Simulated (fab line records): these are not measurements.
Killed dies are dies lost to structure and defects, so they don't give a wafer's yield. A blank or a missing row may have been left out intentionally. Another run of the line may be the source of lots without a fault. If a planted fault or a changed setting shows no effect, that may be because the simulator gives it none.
Lot-split experiment -- flow n5Finfet -- 7 lots, 39 wafers read, on a route of 1938 steps

== THE SPLIT ITSELF ==
At N5_BEOL_M0_SAQP_ETCH_106 (etches SOC in N2/H2, stops on SiNx, target depth 150 nm), the setting targetDepthA was moved away from the recipe's 1500 angstrom on 9 of the 39 wafers read, by -27.5% to +21.5%. The other wafers ran this setting at the recipe's value.

The file shows no step between the split and the reading.

== THE READING ==
SOC_of_BEOL_M0_SAQP_COAT_105.thkNm (the simulator's own value, which no gauge read), in nm, at N5_BEOL_M0_SAQP_ETCH_107 (etches SiNx in CH3F/O2, target depth 30 nm). There is no usual value for it anywhere in the file. Here, 30 wafers ran the recipe; their average is 12.8 nm with a standard deviation of 1.8 nm.

wafer,"tool, chamber at the split","targetDepthA as run, angstrom",against the recipe,"SOC_of_BEOL_M0_SAQP_COAT_105.thkNm, nm",against lot-mates on the recipe
L074.1,"rieDiel-05, 0,3",1500,recipe,14.6,-
L074.4,"rieDiel-05, 0,3",1500,recipe,14.6,-
L074.2,"rieDiel-05, 3",1500,recipe,14,-
L074.3,"rieDiel-05, 1",1500,recipe,10.6,-
L074.5,"rieDiel-05, 1",1500,recipe,11,-
L074.6,"rieDiel-05, 0",1500,recipe,13.8,-
L075.1,"rieDiel-05, 3",1252,-16.5%,26.4,+14.0
L075.2,"rieDiel-05, 0",1252,-16.5%,26.2,+13.8
L075.3,"rieDiel-05, 1",1252,-16.5%,22.8,+10.4
L075.4,"rieDiel-05, 1",1500,recipe,9.6,-
L075.5,"rieDiel-05, 3",1500,recipe,13.8,-
L075.6,"rieDiel-05, 0",1500,recipe,13.8,-
L076.1,"rieDiel-03, 1",1500,recipe,13,-
L076.2,"rieDiel-03, 2",1500,recipe,11,-
L076.3,"rieDiel-03, 3",1500,recipe,12.6,-
L076.4,"rieDiel-03, 0,3",1500,recipe,13.4,-
L076.5,"rieDiel-03, 0,3",1500,recipe,13.4,-
L076.6,"rieDiel-03, 2",1500,recipe,11.8,-
L078.1,"rieDiel-05, 2",1500,recipe,12,-
L078.2,"rieDiel-05, 0",1500,recipe,13.2,-
L078.4,"rieDiel-05, 3",1500,recipe,13.2,-
L078.3,"rieDiel-05, 1",1500,recipe,9.8,-
L078.5,"rieDiel-05, 1",1500,recipe,9.6,-
L078.6,"rieDiel-05, 2",1500,recipe,11.4,-
L086.3,"rieDiel-04, 1",1500,recipe,14.8,-
L086.5,"rieDiel-04, 1",1500,recipe,14.2,-
L086.6,"rieDiel-04, 0",1500,recipe,13.6,-
L092.1,"rieDiel-04, 0",1500,recipe,14,-
L092.2,"rieDiel-04, 3",1500,recipe,15.8,-
L092.3,"rieDiel-04, 1",1823,+21.5%,0,-15.1
L092.5,"rieDiel-04, 1,0",1823,+21.5%,0,-15.1
L092.6,"rieDiel-04, 1,0",1823,+21.5%,0,-15.1
L092.4,"rieDiel-04, 3",1500,recipe,15.6,-
L097.1,"rieDiel-05, 1",1500,recipe,10.8,-
L097.2,"rieDiel-05, 2",1088,-27.5%,32.2,+20.7
L097.3,"rieDiel-05, 0",1500,recipe,13.6,-
L097.4,"rieDiel-05, 0",1088,-27.5%,34.2,+22.7
L097.5,"rieDiel-05, 1",1088,-27.5%,31.6,+20.1
L097.6,"rieDiel-05, 2",1500,recipe,10,-
Rows listing several chambers each stand for several wafers; the file does not say which wafer went through which chamber.

FIT RESULTS
A straight line over all 39 wafers: SOC_of_BEOL_M0_SAQP_COAT_105.thkNm changes by -0.683 nm for each +1% of targetDepthA; r = -0.97; the points scatter about the line by 1.8 nm.
The same after taking each lot's own level away (the mean of its wafers on the recipe; 39 wafers): -0.748 nm for each +1%; r = -0.99; scatter 1.4 nm.
According to that fit, moving targetDepthA by its largest amount changes the reading by 21 nm.
From 11.47 to 15.13 nm: that is the span of the lots' own levels, equal to 2.1 times the standard deviation above.
Consequently the slope shifts little with the lot-to-lot level, the two slopes agreeing.
Check: +20.7 nm against its lot-mates is what the line predicts for one of the wafers moved furthest among these (-27.5%) when that wafer is left out of the fit. Against them it came out at +20.7 nm.

== FURTHER SPLITS ON THESE WAFERS ==
These wafers also went through other splits before the reading. Each is held against what the fit with the lots' levels taken away leaves over:
other split on the same wafers,wafers away from the commonest value,r with SOC_of_BEOL_M0_SAQP_COAT_105.thkNm (lot level and that fit taken away)
N5_PMOS_HMC_CHANNEL_EPI_DEVELOP_08 developTimeS,18,-0.14
N5_MOL_CONTACT_COAG_ALD_20 aldCycles,15,+0.30

== THE WHOLE CHAIN: every reading that the file lists as answering this split, in the file's order ==
step,what it does,reading,change (the file's fit),r (the file's)
N5_BEOL_M0_SAQP_ETCH_106,"etches SOC in N2/H2, stops on SiNx, target depth 150 nm","SOC_of_BEOL_M0_SAQP_COAT_105.thkNm (the simulator's own value, which no gauge read)",-0.777 nm for each +1% of the setting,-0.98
N5_BEOL_M0_SAQP_ETCH_107,"etches SiNx in CH3F/O2, target depth 30 nm","SOC_of_BEOL_M0_SAQP_COAT_105.thkNm (the simulator's own value, which no gauge read)",-0.75 nm for each +1% of the setting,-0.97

== FILE'S OWN FIT ==
SOC_of_BEOL_M0_SAQP_COAT_105.thkNm changes by -0.75 nm for each +1% of targetDepthA, r = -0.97.
